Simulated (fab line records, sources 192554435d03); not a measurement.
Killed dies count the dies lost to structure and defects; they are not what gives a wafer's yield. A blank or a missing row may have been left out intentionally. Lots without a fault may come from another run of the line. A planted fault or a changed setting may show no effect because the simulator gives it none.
A struck lot beside a sound one :: flow n5 finfet :: 16 steps out of a route of 1938
Sound: these wafers, L548.1, L548.2, L548.6. The struck wafers were L565.1, L565.6. The cause comes at the end.
Order at every step that has rows: each side's tool, ch and its chambers, its first start. Under that, the readings that differ: sound wafers :: struck wafers :: difference of the means :: sigmas: that difference in standard deviations of wafers without a fault.
alike: a reading whose means differ by less than 2 such deviations, as well as words and numbers matching on both sides. not compared: withheld readings; readings where some wafer has no value; bounds like >300 that might hide an equal value; numbers whose values overlap and for which the record gives no deviation.
A row with sigmas, a row that says differs or no value, or rows on one side alone: a step with any of these is where the two part. When numbers do not overlap yet have no deviation, they are printed without sigmas and do not part them. A reading missing from all wafers of one side parts the sides only when that side holds two or more wafers.

first, 8 steps without rows for these wafers: N5_MOL_CONTACT_COAG_COAT_104 (time 60 s, resist thk 12 nm); N5_MOL_CONTACT_COAG_COAT_58 (time 60 s, resist thk 10 nm); N5_MOL_CONTACT_COAG_COAT_02 (resist thk 30 nm); N5_MOL_CONTACT_COAG_EBR_04; N5_MOL_CONTACT_COAG_SOFTBAKE_03 (time 60 s); N5_MOL_CONTACT_COAG_EXPOSE_05 (exposes mask CA, defocus 0 nm); N5_MOL_CONTACT_COAG_PEB_06 (peb time 60 s); N5_MOL_CONTACT_COAG_DEVELOP_07 (develop time 30 s).
N5_MOL_CONTACT_COAG_CD_MEAS_08 targets a cd of 28 nm.
  sound on cd sem-01 ch 0, day 5 12:04; struck on cd sem-02 ch 0, day 9 21:10
  alike: cd nm
N5_MOL_CONTACT_COAG_OVL_MEAS_09:
  sound on overlay-02 ch 0, day 5 12:06; struck on overlay-02 ch 0, day 9 21:11
  alike: CA_OVL
N5_MOL_CONTACT_COAG_INSPECT_10: inspects for defects (brightfield).
  struck on defect inspect-02, day 9 21:15; sound on defect inspect-02, day 5 12:10
  alike: raw defect count
N5_MOL_CONTACT_COAG_DESCUM_13: chemistry O2, time 7 s.
  sound on rie diel-01 ch 0,3, day 5 12:30; struck on rie diel-06 ch 3, day 9 21:34
reading: oes product au (a.u.)
sound: 0.75 0.71 0.72
struck: 0.92 0.92
difference: +0.19
sigmas: +3
  alike: bias power w, drypump motor current A, rf vpp V, showerhead plenum p Torr, throttle valve pct
  not compared: rf hours counter h
N5_MOL_CONTACT_COAG_ETCH_59: etches underlayer in N2/H2, target depth 13 nm, time 10.4 s.
  sound on rie diel-01 ch 0,3, day 5 12:32; struck on rie diel-06 ch 3, day 9 21:36
reading: etch rf on time s (s)
sound: 10.51 10.19 10.32
struck: 6.54 6.52
difference: -3.81
sigmas: -14

reading: n2 flow sccm (sccm)
sound: 199.3 200.1 198.9
struck: 200.7 200.8
difference: +1.3
sigmas: +2

reading: oes product au (a.u.)
sound: 0.63 0.61 0.61
struck: 1.03 1.03
difference: +0.41
sigmas: +6
  alike: bias w, drypump motor current A, rf vpp V, showerhead plenum p Torr, throttle valve pct
  not compared: rf hours counter h
N5_MOL_CONTACT_COAG_ETCH_105: etches SiARC in CF4, target depth 15.6 nm, time 26 s.
  sound on rie diel-01 ch 0,3, day 5 12:34; struck on rie diel-06 ch 3, day 9 21:37
reading: etch rf on time s (s)
sound: 26.5 25.9 25.7
struck: 24.4 24.5
difference: -1.6
sigmas: -3

reading: oes product au (a.u.)
sound: 0.62 0.60 0.61
struck: 0.80 0.80
difference: +0.19
sigmas: +3
  alike: bias w, drypump motor current A, rf vpp V, showerhead plenum p Torr, throttle valve pct
  not compared: rf hours counter h
-- record jumps: 3 days separate the struck wafers' starts on either side; left off in module MOL_CONTACT_COAG, taken up again in module BEOL_M4, whose first shown step is the route's number 1111 --
N5_BEOL_M4_RC_MEAS_101:
  sound on prober-02 ch 0, day 9 08:28; struck on prober-02 ch 0, day 13 03:23
  alike: DIBL_N, DIBL_P, IOFF_N, IOFF_P, ION_N, ION_P, SS_N, SS_P, VT_N, VT_P
next, for these wafers, 1 step has no rows: N5_PASSIVATION_PROBE_49.

== WHERE THEY PART ==
Last at N5_MOL_CONTACT_COAG_ETCH_105 as far as this record goes, first at N5_MOL_CONTACT_COAG_DESCUM_13. Later steps at which nothing parts them and some readings are alike: N5_BEOL_M4_RC_MEAS_101.

WHY: what had been put in by the simulator
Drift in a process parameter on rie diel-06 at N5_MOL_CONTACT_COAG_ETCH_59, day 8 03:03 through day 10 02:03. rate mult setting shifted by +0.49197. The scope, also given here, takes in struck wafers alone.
